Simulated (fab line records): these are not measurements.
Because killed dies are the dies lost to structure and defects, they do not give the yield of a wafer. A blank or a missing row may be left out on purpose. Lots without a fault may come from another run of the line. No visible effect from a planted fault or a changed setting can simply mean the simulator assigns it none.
A struck lot beside a sound one    flow n5 finfet    39 steps out of a route of 1938
Sound: wafers L515.2, L515.3, L515.6. Struck: wafers L501.2, L501.3, L501.6. The cause is given at the end.
Per side, at each step with rows, come the tool, then ch with its chambers, and then its first start. Under that, the readings that differ: sound wafers    struck wafers    difference of the means    sigmas: that difference in standard deviations of wafers without a fault.
alike: same words and numbers on both sides, and readings whose means sit less than 2 such deviations apart. not compared: any withheld reading, any reading some wafer has no value for, any bound like >300 that may hide the same value, and any number with overlapping values for which the record gives no deviation.
A row with sigmas, a row that says differs or no value, or rows on one side alone: a step with any of these is where the two part. Numbers that have no deviation but don't overlap get no sigmas and don't part them. Lack of a reading on every wafer of one side parts them only where that side has two or more wafers.

first, 9 steps without rows for these wafers: N5_BEOL_M4_ANNEAL_95 (time 240 s); N5_BEOL_M4_SPUTTER_96 (material Cu, target thk 4.5 nm, time 8.29 s); N5_BEOL_M4_ECD_50 (material Cu, target thk 300 nm); N5_BEOL_M4_ANNEAL_51 (time 90 s); N5_BEOL_M4_CMP_52 (polishes, stops on SiOC, t overpolish 6.8 s, target thk 40 nm); N5_BEOL_M4_PRE_CLEAN_60 (time 15 s); N5_BEOL_M4_CO_CAP_55 (material Co, precursor CCTBA/H2, target thk 2 nm, time 102.1 s); N5_BEOL_M4_PRE_CLEAN_56 (time 15 s); N5_BEOL_M4_DEP_57 (deposits SiCN from 3MS/NH3, target thk 8 nm, time 14 s).
N5_BEOL_M4_RC_MEAS_101:
  sound on prober-01 ch 0, day 13 12:05; struck on prober-02 ch 0, day 10 11:44
  alike: DIBL_N, DIBL_P, IOFF_N, IOFF_P, ION_N, ION_P, SS_N, SS_P, VT_N, VT_P
then, 24 steps without rows for these wafers: N5_BEOL_M5_ILD_DEP_00 (deposits SiCOH lowk from DEMS/porogen, target thk 140.64 nm, time 25.9 s); N5_BEOL_M5_CURE_79 (cures SiCOH lowk, time 240 s); N5_BEOL_M5_PECVD_70 (deposits SiO2 from TEOS/O2, target thk 16 nm, time 18 s); N5_BEOL_M5_HM_DEP_02 (deposits TiN, target thk 20 nm); N5_BEOL_M5_COAT_59 (time 60 s, resist thk 60 nm); N5_BEOL_M5_COAT_60 (time 60 s, resist thk 12 nm); N5_BEOL_M5_COAT_71 (time 60 s, resist thk 5 nm); N5_BEOL_M5_COAT_05 (resist thk 30 nm); N5_BEOL_M5_EBR_07; N5_BEOL_M5_SOFTBAKE_06 (time 60 s); N5_BEOL_M5_EXPOSE_08 (exposes mask M5, target cd 28 nm); N5_BEOL_M5_PEB_09 (peb time 60 s); N5_BEOL_M5_DEVELOP_10 (develop time 30 s); N5_BEOL_M5_DESCUM_16 (chemistry O2, time 7 s); N5_BEOL_M5_ETCH_72 (etches underlayer in N2/H2, target depth 6.5 nm, time 5.2 s); N5_BEOL_M5_ETCH_61 (etches SiARC in CF4, target depth 15.6 nm, time 26 s); N5_BEOL_M5_ETCH_62 (etches SOC in N2/H2, target depth 75 nm, overetch 15 nm, time 112.5 s); N5_BEOL_M5_STRIP_63 (strips in N2/H2); N5_BEOL_M5_STRIP_73 (strips in N2/H2); N5_BEOL_M5_STRIP_64 (strips in CF4); N5_BEOL_M5_HM_OPEN_17 (chemistry Cl2/BCl3, target TiN, target depth 20 nm, overetch 6 nm); N5_BEOL_M5_STRIP_19 (strips in O2); N5_BEOL_M5_COAT_65 (time 60 s, resist thk 60 nm); N5_BEOL_M5_COAT_66 (time 60 s, resist thk 12 nm).
N5_BEOL_M7_CMP_52: polishes, stops on SiCOH lowk, t overpolish 6.9 s, target thk 80 nm.
  sound on cmp-04 ch 1,2, day 14 23:11; struck on cmp-04 ch 2,3, day 11 21:30
  no value came back on the struck wafers for any of 7 readings (barrier field endpoint s (s), clearing platen down force psi (psi) and others); on the sound wafers barrier field endpoint s (s) reads 29.6 29.1 29.8
reading                                     sound           struck             difference  sigmas
model.Cu_of_BEOL_M7_ECD_50.thk nm (nm)      80.6 76.8 77.6  297.6 299.4 302.4  +221.5      
model.SiO2_of_BEOL_M7_PECVD_70.thk nm (nm)  0 0 0           20 20 20           +20         
N5_BEOL_M7_THK_MEAS_53: measures by xrf.
  struck on film metro-02, day 11 21:47; sound on film metro-01, day 14 23:29
reading      sound           struck             difference  sigmas
M7_THK (nm)  79.6 75.8 76.6  293.6 296.4 298.4  +218.8      +84
N5_BEOL_M7_RS_MEAS_57: measures by four-point-probe.
  struck on film metro-01, day 11 21:55; sound on film metro-01, day 14 23:37
reading         sound              struck             difference  sigmas
M7_RS (ohm/sq)  0.283 0.300 0.297  0.065 0.065 0.064  -0.229      -21
N5_BEOL_M7_INSPECT_58: inspects for defects (darkfield).
  struck on defect inspect-02, day 11 21:57; sound on defect inspect-02, day 14 23:38
reading           sound     struck          difference  sigmas
raw defect count  25 59 26  1327 1231 1282  +1243       +54
-- record jumps: 3 days separate the struck wafers' starts on either side; left off in module BEOL_M7, taken up again in module PASSIVATION, whose first shown step is the route's number 1936 --
N5_PASSIVATION_PROBE_49:
  only the struck wafers here have rows in the record (prober-01, day 15 01:15); the sound ones have none

WHERE THEY PART
At N5_BEOL_M7_CMP_52 first; at N5_PASSIVATION_PROBE_49 last (within this record only).

WHY: whatever the simulator had introduced
Whole step skipped at N5_BEOL_M7_CMP_52 on cmp-04, starting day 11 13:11. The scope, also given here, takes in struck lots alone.
